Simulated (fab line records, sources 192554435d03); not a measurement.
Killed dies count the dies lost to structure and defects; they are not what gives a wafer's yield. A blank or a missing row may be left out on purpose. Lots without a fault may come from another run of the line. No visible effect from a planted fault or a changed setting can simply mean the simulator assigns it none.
8D (eight disciplines) problem report, filled in by code ; flow n5_finfet ; the parts of the form that need people (team, actions taken, sign-off) are left out

1. THE ISSUE
Wafers without a fault read 14, standard deviation 5.6; killed_at_M4_up at N5_PASSIVATION_PROBE_49 reads a mean of 330 on 2 wafers belonging to 2 lots. Measured from the usual mean, that is +56 standard deviations.
First observed at day 19 11:23: wafer L402.3, on prober-02. Wafers with a number at this step in the record: 18, from 6 lots. The rule behind "out" and "out of limits": a value lying over 4 standard deviations away from the usual mean. The rest of the wafers with a number are treated as sound.

2. WHAT IT IS, WHAT IT ISN'T
question;is;is not
which readings at this step;killed_at_M4_up, defect_limited_yield, killed_dies, killed_on_rim, sort_bin_5_function, sort_n_pass, sort_yield_pct;killed_at_M0_to_M3, killed_at_front_end, killed_at_other, killed_open, killed_short
which lots;L402, L403;L385, L389, L392, L393
which wafers of those lots;L402.3, L403.4;L402.1, L402.6, L403.2, L403.6
read on which tools;prober-01, prober-02;-
when;from day 19 11:23;"up to then (14 sound wafers); but 2 sound wafers of L402, L403 came after"

3. THE SUSPECTS, EACH WITH WHAT RULES IT OUT
Counting: a tool at a process step up to the reading stays a suspect if it ran every lot that is out. Sound lots after the first of them don't rule it out here, since some wafers of a struck lot are sound.
- rie_diel-02 at N5_BEOL_M9_ETCH_66 (etches SOC in N2/H2, target depth 80 nm, overetch 16 nm, time 120 s): kept. Every lot that is out went through it, the first being L402 (day 16 21:48); the last sound lot it ran before that was L392 (day 14 04:07).
The count leaves rie_diel-02 at N5_BEOL_M9_ETCH_66.

4. THE CAUSE (what the simulator had put in)
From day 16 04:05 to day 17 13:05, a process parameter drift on rie_diel-02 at N5_BEOL_M9_ETCH_66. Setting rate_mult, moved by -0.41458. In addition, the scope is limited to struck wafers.
The count eliminated every tool but this one.

5. SEQUENCE OF EFFECTS, ordered by route
One row per reading whose mean, taken over the struck wafers that have a number, lies over 3 standard deviations from the usual. Readings are gone through only where the record gives a usual standard deviation; hours: the median, over the lots, of the time from a lot's start at the first step in this table giving one to that lot's start at this step; sigmas: the change measured in usual standard deviations.
hours;step;reading;usual;on struck wafers;change;sigmas
0;N5_PASSIVATION_PROBE_49;defect_limited_yield;91.1 %;63.3;-27.8;-18
0;N5_PASSIVATION_PROBE_49;killed_at_M4_up;14;330;+316;+56
0;N5_PASSIVATION_PROBE_49;killed_dies;105;432;+328;+19
0;N5_PASSIVATION_PROBE_49;killed_on_rim;14;31;+17;+5.0
0;N5_PASSIVATION_PROBE_49;sort_bin_5_function;5.2 %;32.4;+27.2;+29
0;N5_PASSIVATION_PROBE_49;sort_n_pass;1075;748;-328;-19
0;N5_PASSIVATION_PROBE_49;sort_yield_pct;91.1 %;63.3;-27.8;-18
Its process steps:
- N5_PASSIVATION_PROBE_49

6. WHAT WOULD HAVE CAUGHT IT SOONER
79 hours passed between the start of the fault at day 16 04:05 and the first reading out of limits in this record, taken at day 19 11:23.
Tool readings at N5_BEOL_M9_ETCH_66 with a usual standard deviation given in the record: none out on any struck wafer, hence no alarm at a limit of 4 standard deviations on them.
All the lots that are out (2) had begun N5_BEOL_M9_ETCH_66 on rie_diel-02 by day 19 11:23. Tool hold at that time: it would have spared none of them.
